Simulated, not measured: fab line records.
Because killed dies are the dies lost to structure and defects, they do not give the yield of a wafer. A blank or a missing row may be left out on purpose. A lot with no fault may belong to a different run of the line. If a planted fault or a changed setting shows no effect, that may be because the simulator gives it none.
Shared-tool check | flow nand-harc | 11 lots, 39 wafers sampled

REASON IT WAS OPENED
At NHARC_A_CHANNEL_HOLE_D1_INSPECT_40 the reading raw-defect-count is flagged on 2 of 11 lots. Wafers without a fault read 79, standard deviation 25.
Rule: a lot is flagged when every wafer of it that has a number lies more than 4 standard deviations from that mean, or none has a number. The rest of the lots are taken to be sound.

lot  | measured     | on                | raw-defect-count, wafer by wafer | flag
L114 | day 9 01:08  | defect-inspect-02 | 91 125 100                       |
L116 | day 10 08:18 | defect-inspect-02 | 53 58 61                         |
L118 | day 10 18:36 | defect-inspect-02 | 54 50 62                         |
L119 | day 11 11:47 | defect-inspect-01 | 87 89 110                        |
L121 | day 12 12:08 | defect-inspect-02 | 113 97 102                       |
L125 | day 13 15:14 | defect-inspect-02 | 64 77 77                         |
L124 | day 13 17:02 | defect-inspect-02 | 680 738 638 680 742 649          | FLAGGED
L126 | day 14 00:41 | defect-inspect-02 | 701 749 766 712 757 761          | FLAGGED
L132 | day 16 11:40 | defect-inspect-01 | 46 48 54                         |
L135 | day 17 18:47 | defect-inspect-01 | 80 79 66                         |
L136 | day 18 10:40 | defect-inspect-02 | 46 64 84                         |
On average the flagged lots' numbers are 714, which is +635 against the usual, or +25 standard deviations.

WHICH TOOL EACH LOT WENT THROUGH
The record holds 3 process steps before the reading, out of a route of 1302 steps. Read each cell as the tool, then ch plus the chambers that the sampled wafers visited, then the start.
lot  | flag    | NHARC_A_CHANNEL_HOLE_D1_ETCH_33  | NHARC_A_CHANNEL_HOLE_D1_ETCH_44    | NHARC_A_CHANNEL_HOLE_D1_STRIP_27
L114 |         | har-etch-02 ch 0,1, day 8 20:20  | rie-diel-02 ch 0,1,3, day 9 00:08  | rie-diel-02 ch 1,2, day 9 01:08 or earlier
L116 |         | har-etch-01 ch 0,1, day 10 06:34 | rie-diel-10 ch 1,2, day 10 07:19   | rie-diel-10 ch 2,3, day 10 08:18 or earlier
L118 |         | har-etch-01 ch 0,1, day 10 16:52 | rie-diel-10 ch 0,2,3, day 10 17:37 | rie-diel-10 ch 1,2,3, day 10 18:36 or earlier
L119 |         | har-etch-02 ch 0,1, day 11 10:03 | rie-diel-02 ch 0,1, day 11 10:48   | rie-diel-02 ch 0,2,3, day 11 11:47 or earlier
L121 |         | har-etch-02 ch 0,1, day 12 10:18 | rie-diel-10 ch 2,3, day 12 11:01   | rie-diel-10 ch 2,3, day 12 12:08 or earlier
L125 |         | har-etch-01 ch 0,1, day 13 13:34 | rie-diel-08 ch 2,3, day 13 14:15   | rie-diel-08 ch 0,2,3, day 13 15:14 or earlier
L124 | FLAGGED | har-etch-02 ch 0,1, day 13 14:39 | rie-diel-08 ch 1,2, day 13 15:44   | rie-diel-08 ch 0,3, day 13 17:02 or earlier
L126 | FLAGGED | har-etch-02 ch 0,1, day 13 22:34 | rie-diel-02 ch 1,3, day 13 23:22   | rie-diel-02 ch 1,3, day 13 23:41
L132 |         | har-etch-01 ch 0,1, day 16 09:47 | rie-diel-10 ch 0,2, day 16 10:34   | rie-diel-10 ch 0,1,2, day 16 11:40 or earlier
L135 |         | har-etch-01 ch 0,1, day 17 17:04 | rie-diel-10 ch 0,1,2, day 17 17:49 | rie-diel-10 ch 0,2,3, day 17 18:47 or earlier
L136 |         | har-etch-01 ch 0,1, day 18 08:58 | rie-diel-08 ch 0,2, day 18 09:42   | rie-diel-08 ch 0,2,3, day 18 10:40 or earlier
What is done by these steps:
- NHARC_A_CHANNEL_HOLE_D1_ETCH_33: etches the open film in C4F8/O2/Ar, time 90 s, target depth 400 nm.
- NHARC_A_CHANNEL_HOLE_D1_ETCH_44: etches the open film in CF4/O2, target depth 140 nm, overetch 14 nm, time 77 s.
- NHARC_A_CHANNEL_HOLE_D1_STRIP_27: strips in O2.
- NHARC_A_CHANNEL_HOLE_D1_INSPECT_40

FLAGGED AGAINST TOTAL, ONE TOOL AT A TIME (gauges that did the reading follow at the end)
step                               | tool              | lots run | flagged | share of the flagged lots | sound lots run after its first flagged lot
NHARC_A_CHANNEL_HOLE_D1_ETCH_33    | har-etch-01       | 6        | 0       | none                      | -
NHARC_A_CHANNEL_HOLE_D1_ETCH_33    | har-etch-02       | 5        | 2       | all                       | 0
NHARC_A_CHANNEL_HOLE_D1_ETCH_44    | rie-diel-02       | 3        | 1       | some                      | 0
NHARC_A_CHANNEL_HOLE_D1_ETCH_44    | rie-diel-08       | 3        | 1       | some                      | 1 (L136)
NHARC_A_CHANNEL_HOLE_D1_ETCH_44    | rie-diel-10       | 5        | 0       | none                      | -
NHARC_A_CHANNEL_HOLE_D1_STRIP_27   | rie-diel-02       | 3        | 1       | some                      | 0
NHARC_A_CHANNEL_HOLE_D1_STRIP_27   | rie-diel-08       | 3        | 1       | some                      | 1 (L136)
NHARC_A_CHANNEL_HOLE_D1_STRIP_27   | rie-diel-10       | 5        | 0       | none                      | -
NHARC_A_CHANNEL_HOLE_D1_INSPECT_40 | defect-inspect-01 | 3        | 0       | none                      | -
NHARC_A_CHANNEL_HOLE_D1_INSPECT_40 | defect-inspect-02 | 8        | 2       | all                       | 1 (L136)
With no start given for some of its lots, NHARC_A_CHANNEL_HOLE_D1_STRIP_27 uses the hours and lot order of NHARC_A_CHANNEL_HOLE_D1_INSPECT_40.

WHAT THE TABLE ALLOWS
Every flagged lot went through 2 rows of the table: har-etch-02 at NHARC_A_CHANNEL_HOLE_D1_ETCH_33 and defect-inspect-02 at NHARC_A_CHANNEL_HOLE_D1_INSPECT_40.
- har-etch-02 at NHARC_A_CHANNEL_HOLE_D1_ETCH_33: 2 of its 5 lots flagged. Last sound lot L121 at day 12 10:18, first flagged lot L124 at day 13 14:39; a fault beginning in between fits.
- defect-inspect-02 at NHARC_A_CHANNEL_HOLE_D1_INSPECT_40: 2 of its 8 lots flagged. Sound lots followed the first flagged one (L136) on it, something a lasting fault affecting the whole tool could not allow.
Just one tool remains: har-etch-02 at NHARC_A_CHANNEL_HOLE_D1_ETCH_33.

WHAT THE SIMULATOR PUT IN
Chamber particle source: har-etch-02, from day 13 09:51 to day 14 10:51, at NHARC_A_CHANNEL_HOLE_D1_ETCH_33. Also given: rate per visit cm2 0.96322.
Lots struck among those shown: L124, L126. The same result came from the rule above.
